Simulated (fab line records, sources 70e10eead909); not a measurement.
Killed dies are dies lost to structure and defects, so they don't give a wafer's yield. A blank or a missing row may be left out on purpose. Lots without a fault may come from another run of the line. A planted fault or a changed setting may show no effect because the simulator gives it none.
fab line records | flow nand_harc
record lots=15 wafers=45 last_day=33
route steps=1302 shown A_SIN_REMOVE@951 A_WL_FILL@965
lots that met no fault: from a run of the same line without faults
start_h: hours from the record's first day to the start of the lot's first wafer shown | wait_h: hours since the lot's step before | " the same as in the row above | L1.1+2: a row that stands for several wafers | - no value, or no start given | * or withheld: withheld | < > ~ a bound
route shown NAME@n: a module of which the file shows steps, and the number in the route of the first | usual: mean/standard deviation of fault-free wafers | same: alike in all rows | chamber/n: place in a boat | sites: the reading at each site | _std_site: their standard deviation | _edge_site: outer sites' mean less inner sites' | radius_mm: how far each site lies from the wafer's centre | mask NAME#n: copy n | behind: the tool/chamber that last shaped the wafer | hold: why the lot was held/for how many hours/how that ended | device: the transistor (n, p or np) that didn't switch | end of line: the same wafers' tests at the end of the route | a step without rows: its recipe alone | killed: dies lost to structure and defects at the first sort, not the wafer's yield | map: a wafer's dies, x killed, . not, _ none there
set.NAME: the setting as run; set.NAME@STEP: as run at that earlier step | model.NAME: the simulator's own value behind a step, which no gauge read
steps of the route over a sample of lots; a table a step, a row a wafer
services: from which hour (start_h, from the record's first day; less than 0 if before it) a tool's chamber was out of use, for how many hours, and why
## steps
# step NHARC_A_SIN_REMOVE_INSPECT_04
# usual raw_defect_count=383/78
# columns lot.wafer tool chamber start_h wait_h raw_defect_count
L304.2 defect_inspect-02 - 469.32 0.0 485
L304.3 " - " " 601
L304.5 " - " " 395
L306.1 defect_inspect-01 - 482.79 0.0 313
L306.2 " - " " 300
L306.4 " - " " 318
L312.1 defect_inspect-01 - 543.71 0.0 282
L312.2 " - " " 287
L312.4 " - " " 370
L311.2 defect_inspect-02 - 543.74 0.0 360
L311.3 " - " " 394
L311.6 " - " " 404
L315.3 defect_inspect-02 - 572.20 0.0 326
L315.5 " - " " 328
L315.6 " - " " 283
L313.1 defect_inspect-02 - 576.00 0.0 345
L313.3 " - " " 376
L313.4 " - " " 464
L317.2 defect_inspect-01 - 588.27 0.0 277
L317.4 " - " " 266
L317.5 " - " " 330
L318.1 defect_inspect-02 - 592.19 0.0 324
L318.3 " - " " 319
L318.5 " - " " 328
L319.3 defect_inspect-02 - 596.45 0.0 355
L319.5 " - " " 394
L319.6 " - " " 435
L322.1 defect_inspect-01 - 634.42 0.0 331
L322.4 " - " " 298
L322.6 " - " " 368
L324.1 defect_inspect-02 - 659.39 0.0 423
L324.2 " - " " 415
L324.6 " - " " 352
L323.1 defect_inspect-01 - 659.41 0.1 414
L323.2 " - " " 603
L323.6 " - " " 370
L326.2 defect_inspect-01 - 663.23 0.0 439
L326.3 " - " " 441
L326.5 " - " " 476
L325.3 defect_inspect-02 - 663.24 0.0 387
L325.5 " - " " 467
L325.6 " - " " 368
L327.3 defect_inspect-02 - 694.98 0.0 506
L327.4 " - " " 410
L327.6 " - " " 407
# step NHARC_A_WL_FILL_ALD_10
# recipe target_thk_a=500 pulse_time_s=10 ald_cycles=500 temp_c=300 material=SiO2
# usual heater_power_outer_w=266/23 heater_power_w=470/36 precursor_pulse_height_rel=1.000/0.021
# columns lot.wafer tool chamber start_h wait_h heater_power_outer_w heater_power_w precursor_pulse_height_rel
L304.2 ald_hk-02 0 480.33 0.6 280 478 1.023
L304.3 " 2 481.37 1.6 253 481 0.995
L304.5 " 0 482.41 2.7 292 488 1.008
L306.1 ald_hk-03 1 490.10 0.1 219 411 0.985
L306.2 " 3 491.14 1.1 262 498 0.995
L306.4 " 0 " " 294 484 0.992
L312.2 ald_hk-02 3 551.84 0.1 248 461 0.951
L312.4 " 1 552.88 1.1 281 486 0.990
L312.1 " 2 " " 258 492 0.963
L311.3 ald_hk-03 2 551.84 0.0 231 400 1.009
L311.2 " 1 553.38 1.6 228 407 1.017
L311.6 " 3 554.41 2.6 275 497 1.022
L315.3 ald_hk-02 3 580.38 0.0 251 469 1.000
L315.6 " 3 582.47 2.1 249 459 0.995
L315.5 " 0 " " 282 467 0.969
L313.4 ald_hk-03 3 581.75 1.4 276 527 0.998
L313.1 " 1 582.76 2.4 234 425 0.954
L313.3 " 2 " " 233 414 0.993
L317.4 ald_hk-04 1 593.93 0.6 254 465 1.000
L317.2 " 3 594.98 1.6 274 451 1.033
L317.5 " 0 " " 264 482 0.991
L318.3 ald_hk-03 2 600.34 1.1 228 411 1.005
L318.1 " 3 " " 273 533 1.020
L318.5 " 0 " " 287 481 1.043
L319.3 ald_hk-04 3 604.47 0.6 277 449 0.994
L319.6 " 2 606.03 2.1 294 523 1.009
L319.5 " 3 " " 286 466 1.002
L322.4 ald_hk-03 3 642.40 0.9 285 531 1.020
L322.1 " 1 643.42 1.9 239 425 1.001
L322.6 " 3 644.44 2.9 293 515 1.030
L323.1 ald_hk-03 2 666.15 0.1 231 418 0.967
L323.2 " 0 667.21 1.1 286 481 0.988
L323.6 " 3 668.79 2.7 288 519 1.011
L324.2 ald_hk-04 2 666.32 0.2 317 558 1.008
L324.1 " 0 667.34 1.2 257 471 1.053
L324.6 " 2 668.35 2.2 317 544 0.982
L326.2 ald_hk-02 0 671.15 1.3 291 468 0.953
L326.3 " 1 672.20 2.4 270 485 0.986
L326.5 " 0 675.34 5.5 285 471 1.005
L325.3 ald_hk-03 2 672.26 2.4 230 416 1.048
L325.5 " 3 " " 294 523 0.991
L325.6 " 0 " " 293 480 0.960
L327.3 ald_hk-03 2 701.75 0.1 225 413 1.014
L327.4 " 1 703.31 1.6 234 417 1.006
L327.6 " 3 704.36 2.7 287 528 1.045
# step NHARC_A_WL_FILL_ALD_19
# recipe target_thk_a=20 pulse_time_s=3 ald_cycles=100 temp_c=450 material=TiN
# usual heater_power_outer_w=713/60 heater_power_w=1083/52 precursor_pulse_height_rel=1.003/0.021
# columns lot.wafer tool chamber start_h wait_h heater_power_outer_w heater_power_w precursor_pulse_height_rel
L304.2 ald_metal-02 1 490.19 0.1 587 1016 1.025
L304.3 " 0 " " 666 1073 1.013
L304.5 " 0 " " 675 1075 1.002
L306.2 ald_metal-01 1 500.44 0.1 705 1075 1.014
L306.1 " 2 " " 725 1055 0.976
L306.4 " 3 " " 683 1066 0.985
L312.2 ald_metal-01 1 562.14 0.1 728 1110 1.036
L312.1 " 3 " " 686 1088 0.997
L312.4 " 0 " " 784 1100 1.042
L311.2 ald_metal-02 1 562.26 0.1 583 1000 1.016
L311.3 " 2 " " 793 1152 0.976
L311.6 " 3 " " 612 988 1.020
L313.1 ald_metal-01 3 590.74 0.1 703 1111 1.003
L313.4 " 0 " " 775 1099 0.984
L313.3 " 1 " " 729 1089 0.991
L315.3 ald_metal-03 0 590.78 0.2 759 1201 0.985
L315.6 " 1 " " 700 1112 0.979
L315.5 " 2 " " 688 1016 1.031
L317.2 ald_metal-02 0 603.63 0.1 676 1103 0.980
L317.4 " 2 " " 789 1146 1.025
L317.5 " 3 " " 621 952 1.010
L318.1 ald_metal-03 0 609.55 0.1 765 1184 0.983
L318.3 " 1 " " 712 1115 1.000
L318.5 " 1 " " 699 1139 1.012
L319.3 ald_metal-01 3 614.38 0.2 689 1071 1.017
L319.6 " 0 " " 795 1105 1.033
L319.5 " 1 " " 757 1128 0.982
L322.1 ald_metal-02 1 651.76 0.1 582 1001 0.997
L322.4 " 0 " " 640 1039 1.028
L322.6 " 1 " " 586 1005 0.989
L324.1 ald_metal-02 0 676.40 0.1 651 1077 1.012
L324.2 " 1 " " 597 1030 1.020
L324.6 " 0 " " 641 1079 1.034
L323.2 ald_metal-01 3 676.44 0.1 698 1084 0.978
L323.1 " 0 " " 776 1110 1.010
L323.6 " 2 " " 787 1068 1.008
L325.3 ald_metal-03 3 680.99 0.2 704 1113 1.001
L325.5 " 1 " " 704 1093 1.018
L325.6 " 3 " " 718 1146 1.021
L326.2 ald_metal-01 0 683.63 0.1 793 1129 1.003
L326.3 " 1 " " 746 1098 1.019
L326.5 " 3 " " 711 1127 0.985
L327.4 ald_metal-03 2 712.00 0.1 676 1046 0.977
L327.3 " 0 " " 788 1201 0.959
L327.6 " 3 " " 709 1141 0.984
# step NHARC_A_WL_FILL_CMP_12
# recipe t_overpolish_s=30 target_thk_nm=100
# usual edge_zone_pressure_frac=1.000/0.0053 motor_current_A=12.5/1.2 overpolish_run_s=30.000/0.0091 time_to_endpoint_s=21/3.2
# columns lot.wafer tool chamber start_h wait_h edge_zone_pressure_frac motor_current_A overpolish_run_s time_to_endpoint_s
L304.3 cmp-04 3 490.64 0.1 0.997 13.7 30.009 21
L304.2 " 0 " " 1.000 15.1 29.998 27
L304.5 " 3 " " 0.994 14.2 29.993 22
L306.4 cmp-02 2 500.83 0.1 1.004 10.9 29.993 21
L306.2 " 3 " " 0.998 13.7 30.007 17
L306.1 " 0 " " 1.005 11.6 29.997 20
L312.4 cmp-04 3 562.53 0.1 - - - -
L312.2 " 0 " " - - - -
L312.1 " 1 " " - - - -
L311.2 cmp-01 2 562.60 0.2 - - - -
L311.3 " 3 " " - - - -
L311.6 " 2 " " - - - -
L315.3 cmp-01 0 591.10 0.1 - - - -
L315.5 " 0 " " - - - -
L315.6 " 1 " " - - - -
L313.3 cmp-04 1 591.11 0.1 1.000 13.9 30.014 23
L313.4 " 2 " " 0.999 12.7 29.989 18
L313.1 " 0 " " 0.997 15.1 30.000 25
L317.2 cmp-01 3 603.99 0.1 0.999 11.4 30.002 29
L317.4 " 1 " " 1.000 13.3 30.012 24
L317.5 " 3 " " 1.001 11.9 30.002 28
L318.3 cmp-01 2 610.00 0.1 1.001 10.7 29.999 19
L318.1 " 0 " " 1.001 12.7 29.993 23
L318.5 " 1 " " 0.998 12.7 30.007 23
L319.3 cmp-02 2 614.78 0.2 1.008 11.7 30.005 23
L319.5 " 3 " " 0.999 14.4 30.021 18
L319.6 " 0 " " 1.004 10.7 30.004 21
L322.4 cmp-04 2 652.19 0.1 0.990 12.9 30.016 15
L322.1 " 3 " " 0.995 14.0 29.989 20
L322.6 " 1 " " 0.995 13.9 30.005 21
L323.2 cmp-04 2 676.81 0.2 0.994 12.9 30.006 17
L323.1 " 0 " " 0.998 15.0 30.003 26
L323.6 " 2 " " 1.001 13.3 30.002 20
L324.2 cmp-02 3 676.82 0.1 1.000 13.6 30.006 18
L324.1 " 2 " " 1.001 11.0 30.001 20
L324.6 " 0 " " 1.000 11.0 30.004 18
L325.3 cmp-01 1 681.43 0.2 0.998 13.5 29.999 22
L325.6 " 2 " " 0.999 10.8 30.011 19
L325.5 " 3 " " 0.996 11.1 30.005 27
L326.2 cmp-01 1 684.02 0.2 1.005 12.7 29.991 19
L326.3 " 2 " " 1.000 10.9 30.004 18
L326.5 " 3 " " 1.004 12.0 30.000 25
L327.3 cmp-01 0 712.54 0.2 0.995 13.1 29.995 16
L327.4 " 2 " " 0.998 11.4 30.002 13
L327.6 " 3 " " 1.004 11.4 29.995 23
# step NHARC_A_WL_FILL_INSPECT_15
# usual raw_defect_count=474/100
# columns lot.wafer tool chamber start_h wait_h raw_defect_count
L304.2 defect_inspect-01 - 491.08 0.0 456
L304.3 " - " " 412
L304.5 " - " " 372
L306.1 defect_inspect-01 - 501.27 0.0 359
L306.2 " - " " 437
L306.4 " - " " 302
L312.1 defect_inspect-01 - 562.99 0.0 2352
L312.2 " - " " 2386
L312.4 " - " " 2411
L311.2 defect_inspect-02 - 563.06 0.0 2467
L311.3 " - " " 2485
L311.6 " - " " 2447
L315.3 defect_inspect-02 - 591.57 0.0 2461
L315.5 " - " " 2375
L315.6 " - " " 2372
L313.1 defect_inspect-01 - 591.59 0.0 608
L313.3 " - " " 475
L313.4 " - " " 364
L317.2 defect_inspect-02 - 604.46 0.0 276
L317.4 " - " " 389
L317.5 " - " " 495
L318.1 defect_inspect-02 - 610.45 0.0 386
L318.3 " - " " 545
L318.5 " - " " 456
L319.3 defect_inspect-02 - 615.19 0.0 329
L319.5 " - " " 597
L319.6 " - " " 646
L322.1 defect_inspect-02 - 652.60 0.0 506
L322.4 " - " " 493
L322.6 " - " " 485
L323.1 defect_inspect-02 - 677.24 0.0 356
L323.2 " - " " 490
L323.6 " - " " 511
L324.1 defect_inspect-01 - 677.31 0.0 376
L324.2 " - " " 618
L324.6 " - " " 331
L325.3 defect_inspect-01 - 681.85 0.0 437
L325.5 " - " " 335
L325.6 " - " " 611
L326.2 defect_inspect-02 - 684.46 0.0 452
L326.3 " - " " 462
L326.5 " - " " 444
L327.3 defect_inspect-01 - 713.01 0.0 591
L327.4 " - " " 524
L327.6 " - " " 557
## services
# columns tool chamber start_h hours kind
ald_metal-02 0 464.89 5.1 repair
cmp-01 - 469.06 0.6 repair
ald_metal-02 2 477.21 24.5 repair
cmp-01 - 480.34 4.0 pm
cmp-04 - 487.46 0.9 repair
ald_metal-02 3 490.83 1.7 repair
cmp-04 - 503.00 4.0 pm
ald_hk-03 - 505.79 0.3 repair
ald_metal-02 - 525.08 0.9 repair
ald_metal-01 - 526.00 10.0 pm
cmp-04 - 568.43 4.3 repair
ald_hk-03 - 571.75 10.0 pm
cmp-01 - 578.34 4.0 pm
cmp-04 - 600.45 2.0 repair
cmp-04 - 602.49 4.0 pm
ald_metal-02 - 610.00 10.0 pm
cmp-04 - 619.45 3.6 repair
cmp-01 - 622.54 2.5 repair
ald_metal-01 0 645.75 2.5 repair
cmp-04 - 668.32 0.8 repair
ald_metal-02 2 672.16 8.4 repair
cmp-01 - 676.34 4.0 pm
cmp-04 - 700.49 4.0 pm
ald_metal-01 - 704.00 10.0 pm
## key
first_sign step=NHARC_A_WL_FILL_CMP_12 reading=tool_record direction=missing
effect step=NHARC_A_WL_FILL_INSPECT_15 reading=raw_defect_count direction=up sigmas=19 usual=474 struck=2417
met_at NHARC_A_WL_FILL_CMP_12
struck_lots L311,L312,L315
later_rows_left_out L311.2,L311.3,L311.6,L312.1,L312.2,L312.4,L315.3,L315.5,L315.6
sort_left_out L311.2,L311.3,L311.6,L312.1,L312.2,L312.4,L315.3,L315.5,L315.6
tester_left_out L311,L312,L315
not_acting_at NHARC_A_SIN_REMOVE_INSPECT_04,NHARC_A_WL_FILL_ALD_10,NHARC_A_WL_FILL_ALD_19
onset_between 490.64 562.53
fault kind=skipped_step_whole tool=cmp-01,cmp-04 chamber=- onset_h=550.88 steps=NHARC_A_WL_FILL_CMP_12 scope=struck_lots_only
# tester_left_out: of these lots the tester's yield and bins aren't shown, on N5 and GAA mostly nor the transistor test; their killed dies are dies lost to structure and defects alone, not to doping, threshold or leakage, so they don't give the yield
# sort_left_out: the simulated sort isn't trusted on such a fault, so these wafers' sort isn't shown, and their yield isn't known
# later_rows_left_out: the simulator's readings of these wafers behind a module that went badly wrong aren't trusted and aren't shown, but for the sort
